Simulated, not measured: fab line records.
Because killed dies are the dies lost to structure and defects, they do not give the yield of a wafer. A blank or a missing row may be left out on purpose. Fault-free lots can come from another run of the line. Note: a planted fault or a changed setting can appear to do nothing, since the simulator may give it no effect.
Chamber matching | flow n5Finfet | N5_GATE_CUT_SAC_CAP_01 on aldSin-04 has 4 sister chambers
The step material SiNx, target thk 24 nm, pulse time 1 s, ald cycles 480. 4 wafers are shown with their chamber, then 8 later ones without.

## EACH WAFER AND ITS CHAMBER
wafer  | chamber | heaterPowerOuterW (W)
L083.2 | 1       | 511
L085.6 | 0       | 587
L087.5 | 3       | 408
L088.2 | 2       | 482

## WAFERS MISSING THEIR CHAMBER
wafer  | heaterPowerOuterW (W)
L088.3 | 407
L088.5 | 504
L092.1 | 414
L092.4 | 485
L092.6 | 575
L096.2 | 513
L096.3 | 420
L096.6 | 412

## EACH ONE'S CHAMBER
wafer  | from the rows above | in truth
L088.3 | 3                   | 3
L088.5 | 1                   | 1
L092.1 | 3                   | 3
L092.4 | 2                   | 2
L092.6 | 0                   | 0
L096.2 | 1                   | 1
L096.3 | 3                   | 3
L096.6 | 3                   | 3
8 of 8 placed correctly. From these rows, 0 cannot be placed. Placed wrongly: 0.
How it was worked out, from the rows above alone: a wafer's distance from a chamber is the root of the sum, over the readings, of the square of ((its reading less the chamber's mean) divided by the reading's scatter). The wafer belongs to the nearest chamber; if the next one is less than 2 further off, it can't be placed. Each chamber's mean is taken over the wafers shown for it. The scatter: root of mean squared gap, hidden wafer to nearest shown wafer, with one shown wafer a chamber.
